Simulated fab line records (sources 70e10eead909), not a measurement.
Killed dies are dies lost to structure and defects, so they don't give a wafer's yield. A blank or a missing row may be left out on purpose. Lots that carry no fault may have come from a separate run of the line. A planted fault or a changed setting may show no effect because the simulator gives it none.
Matching of chambers -- flow nand harc -- 4 sister chambers for NHARC_A_CHANNEL_HOLE_D2_ETCH_38 on rie diel-07
The step etches the open film in CF4, target depth 39 nm, time 65 s. 8 wafers are shown with their chamber, then 9 later ones without.

EACH WAFER AND ITS CHAMBER
wafer,chamber,drypump motor current A (A),rf vpp V (V)
L079.6,2,5.9,151.6
L081.4,1,6.2,150.9
L083.1,2,5.8,152.2
L083.2,0,5.8,151.5
L083.3,3,5.2,152.7
L083.4,1,6.2,152.2
L083.5,0,5.8,152.2
L083.6,3,5.2,151.8

WAFERS WITH NO CHAMBER GIVEN
wafer,drypump motor current A (A),rf vpp V (V)
L087.3,5.9,151.3
L087.4,5.2,153.0
L087.6,5.8,151.8
L091.2,5.2,152.8
L091.3,6.2,153.0
L091.6,5.2,152.8
L096.2,6.2,153.5
L096.4,5.2,152.4
L096.5,5.9,152.3

WHICH CHAMBER EACH ONE RAN IN
wafer,from the rows above,in truth
L087.3,can't be placed: 2 or 0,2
L087.4,3,3
L087.6,can't be placed: 0 or 2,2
L091.2,3,3
L091.3,1,1
L091.6,3,3
L096.2,1,1
L096.4,3,3
L096.5,can't be placed: 2 or 0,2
Placed correctly: 6 of 9. Unplaceable from these rows: 3, with the true chamber sitting among the candidates in 3. Number placed wrongly: 0.
How it was worked out, from the rows above alone: a wafer's distance from a chamber is the root of the sum, over the readings, of the square of ((its reading less the chamber's mean) divided by the reading's scatter). The wafer belongs to the nearest chamber; if the next one is less than 2 further off, it can't be placed. A chamber's mean is the mean of its shown wafers. How the scatter is found: for the shown wafers, subtract from each reading the mean of its chamber, square and add these, divide the total by (wafers less chambers), then take the root.
